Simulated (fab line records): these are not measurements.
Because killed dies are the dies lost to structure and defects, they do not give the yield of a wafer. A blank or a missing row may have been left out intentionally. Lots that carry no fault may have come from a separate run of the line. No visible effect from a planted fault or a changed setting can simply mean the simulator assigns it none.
Matching of chambers ; flow n5Finfet ; N5_FIN_SAQP_HM_OPEN_33 on rieDiel-05: 4 sister chambers
The step chemistry CH3F/O2, target SiNx, target depth 49.4 nm, time 70.6 s. 4 wafers are shown with their chamber, then 9 later ones without.

WAFERS PAIRED WITH THEIR CHAMBERS
wafer;chamber;drypumpMotorCurrentA (A)
L087.3;1;5.9
L089.4;2;5.8
L089.5;0;5.8
L089.6;3;6.3

WAFERS WHOSE CHAMBER IS MISSING
wafer;drypumpMotorCurrentA (A)
L092.1;5.8
L092.4;6.3
L092.5;5.7
L093.1;5.8
L093.4;5.9
L093.6;5.8
L096.3;6.3
L096.4;5.9
L096.6;5.7

CHAMBER TAKEN BY EACH
wafer;from the rows above;in truth
L092.1;can't be placed: 0 or 2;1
L092.4;3;3
L092.5;can't be placed: 0 or 2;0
L093.1;can't be placed: 0 or 2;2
L093.4;1;1
L093.6;can't be placed: 0 or 2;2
L096.3;3;3
L096.4;1;1
L096.6;can't be placed: 0 or 2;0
Correct placement for 4 of the 9. These rows do not allow placing 5 (true chamber among the candidates in 4). Number placed wrongly: 0.
How it was worked out, from the rows above alone: a wafer's distance from a chamber is the root of the sum, over the readings, of the square of ((its reading less the chamber's mean) divided by the reading's scatter). The wafer belongs to the nearest chamber; if the next one is less than 2 further off, it can't be placed. For every chamber, the mean is computed from those of its wafers that are shown. The scatter: root of mean squared gap, hidden wafer to nearest shown wafer, with one shown wafer a chamber.
